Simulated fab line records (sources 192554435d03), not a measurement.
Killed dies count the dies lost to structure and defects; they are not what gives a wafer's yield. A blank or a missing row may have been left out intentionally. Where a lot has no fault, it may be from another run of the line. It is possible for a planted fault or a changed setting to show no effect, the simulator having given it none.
Chamber matching ; flow n5_finfet ; N5_MOL_CONTACT_COAG_STRIP_96 on rie_diel-04: 4 sister chambers
The step strips in N2/H2. 4 wafers are shown with their chamber, then 9 later ones without.

## EACH WAFER AND ITS CHAMBER
wafer;chamber;showerhead_plenum_p_Torr (Torr)
L082.1;1;3.19
L090.1;2;3.27
L090.4;0;3.55
L090.5;3;3.33

## WAFERS WITHOUT THEIR CHAMBER
wafer;showerhead_plenum_p_Torr (Torr)
L091.3;3.18
L091.4;3.27
L091.5;3.27
L094.1;3.32
L094.2;3.18
L094.4;3.27
L097.2;3.54
L097.4;3.18
L097.6;3.54

## WHICH CHAMBER EACH WENT THROUGH
wafer;from the rows above;in truth
L091.3;1;1
L091.4;2;2
L091.5;2;2
L094.1;3;3
L094.2;1;1
L094.4;2;2
L097.2;0;0
L097.4;1;1
L097.6;0;0
Correct placement for 9 of the 9. Can't be placed from these rows: 0. Number placed wrongly: 0.
How it was worked out, from the rows above alone: a wafer's distance from a chamber is the root of the sum, over the readings, of the square of ((its reading less the chamber's mean) divided by the reading's scatter). If the next closest chamber is less than 2 further off than the closest, the wafer can't be placed; otherwise it belongs to the closest. For every chamber, the mean is computed from those of its wafers that are shown. The scatter: with one shown wafer a chamber, the root of the mean of the squares of how far each hidden wafer lies from its nearest shown one.
